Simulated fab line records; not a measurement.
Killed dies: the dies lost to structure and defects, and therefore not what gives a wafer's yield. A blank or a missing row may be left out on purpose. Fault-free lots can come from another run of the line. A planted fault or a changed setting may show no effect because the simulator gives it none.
Matching of chambers / flow nand harc / 4 sister chambers for NHARC_A_CHANNEL_FILL_D1_ALD_14 on ald hk-03
The step deposits SiO2, target thk 2.5 nm, pulse time 10 s, ald cycles 25. 8 wafers are shown with their chamber, then 8 later ones without.

WAFERS WITH THEIR CHAMBER
wafer=L832.1; chamber=0; heater power w (W)=492; precursor pulse height rel=0.957
wafer=L832.3; chamber=1; heater power w (W)=413; precursor pulse height rel=1.025
wafer=L835.6; chamber=3; heater power w (W)=463; precursor pulse height rel=0.993
wafer=L842.2; chamber=0; heater power w (W)=491; precursor pulse height rel=1.023
wafer=L844.2; chamber=2; heater power w (W)=384; precursor pulse height rel=0.997
wafer=L844.5; chamber=1; heater power w (W)=422; precursor pulse height rel=1.016
wafer=L844.6; chamber=2; heater power w (W)=380; precursor pulse height rel=1.039
wafer=L846.1; chamber=3; heater power w (W)=477; precursor pulse height rel=1.011

WAFERS WITH NO CHAMBER GIVEN
wafer=L846.2; heater power w (W)=421; precursor pulse height rel=0.980
wafer=L846.5; heater power w (W)=496; precursor pulse height rel=0.997
wafer=L848.2; heater power w (W)=467; precursor pulse height rel=1.013
wafer=L848.5; heater power w (W)=499; precursor pulse height rel=1.002
wafer=L848.6; heater power w (W)=429; precursor pulse height rel=0.994
wafer=L849.1; heater power w (W)=381; precursor pulse height rel=0.974
wafer=L849.2; heater power w (W)=500; precursor pulse height rel=0.986
wafer=L849.5; heater power w (W)=461; precursor pulse height rel=1.017

WHICH CHAMBER EACH ONE RAN IN
wafer=L846.2; from the rows above=1; in truth=1
wafer=L846.5; from the rows above=0; in truth=0
wafer=L848.2; from the rows above=3; in truth=3
wafer=L848.5; from the rows above=0; in truth=0
wafer=L848.6; from the rows above=1; in truth=1
wafer=L849.1; from the rows above=2; in truth=2
wafer=L849.2; from the rows above=0; in truth=0
wafer=L849.5; from the rows above=3; in truth=3
8 of 8 placed correctly. Can't be placed from these rows: 0. Placed wrongly: 0.
How it was worked out, from the rows above alone: a wafer's distance from a chamber is the root of the sum, over the readings, of the square of ((its reading less the chamber's mean) divided by the reading's scatter). The wafer belongs to the nearest chamber; if the next one is less than 2 further off, it can't be placed. For every chamber, the mean is computed from those of its wafers that are shown. The scatter is the square root of a quotient: the sum, over the shown wafers, of each reading's squared deviation from its chamber's mean, divided by wafers minus chambers.
